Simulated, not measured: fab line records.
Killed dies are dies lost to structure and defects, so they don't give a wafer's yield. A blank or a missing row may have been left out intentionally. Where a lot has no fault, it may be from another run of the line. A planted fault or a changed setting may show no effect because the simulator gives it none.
Matching of chambers -- flow n5Finfet -- N5_BEOL_M3_ETCH_63 on rieDiel-05 has 4 sister chambers
The step etches SiARC in CF4, target depth 15.6 nm, time 26 s. 18 wafers are shown with their chamber, then 9 later ones without.

## EACH WAFER AND ITS CHAMBER
wafer,chamber,oesProductAu (a.u.),throttleValvePct (%),etchRfOnTimeS (s)
L075.3,2,0.64,15.45,25.3
L075.4,3,0.82,15.54,26.0
L075.6,2,0.64,15.44,25.4
L076.1,3,0.81,15.54,26.3
L076.2,1,0.73,15.42,25.6
L076.5,0,0.62,15.58,26.5
L078.1,1,0.73,15.44,25.5
L078.4,0,0.61,15.60,26.4
L078.5,3,0.80,15.53,26.4
L081.1,0,0.62,15.61,26.2
L081.3,1,0.74,15.41,25.4
L081.6,0,0.61,15.60,26.5
L082.1,3,0.80,15.54,26.2
L082.4,0,0.61,15.59,26.5
L082.5,3,0.80,15.56,26.3
L087.3,3,0.79,15.57,26.3
L087.4,2,0.62,15.46,26.1
L087.5,2,0.62,15.46,25.8

SIGNATURES, as means of the wafers listed above
reading,chamber 0,chamber 1,chamber 2,chamber 3,scatter within a chamber
oesProductAu,0.6140,0.7333,0.6300,0.8033,0.00894
throttleValvePct,15.5960,15.4233,15.4525,15.5467,0.0131
etchRfOnTimeS,26.420,25.500,25.650,26.250,0.206
Rule: a wafer's distance from a chamber is the root of the sum, over the readings, of the square of ((its reading less the chamber's mean) divided by the reading's scatter). The wafer belongs to the nearest chamber; if the next one is less than 2 further off, it can't be placed. The scatter: take each reading less its chamber's mean, square it, sum over the shown wafers, divide by the number of wafers less the number of chambers, and take the root.

## WAFERS WITHOUT THEIR CHAMBER
wafer,oesProductAu (a.u.),throttleValvePct (%),etchRfOnTimeS (s)
L089.1,0.61,15.62,26.4
L089.3,0.78,15.58,26.2
L089.5,0.71,15.44,25.7
L091.1,0.62,15.47,25.7
L091.4,0.78,15.56,26.1
L091.5,0.72,15.46,25.6
L097.2,0.71,15.48,25.7
L097.3,0.61,15.64,26.6
L097.6,0.62,15.46,25.7

## THE CHAMBER EACH PASSED THROUGH
wafer,from the rows above,in truth
L089.1,0,0
L089.3,3,3
L089.5,1,1
L091.1,2,2
L091.4,3,3
L091.5,1,1
L097.2,1,1
L097.3,0,0
L097.6,2,2
Correct placement for 9 of the 9. Number that these rows cannot place: 0. 0 placed wrongly.
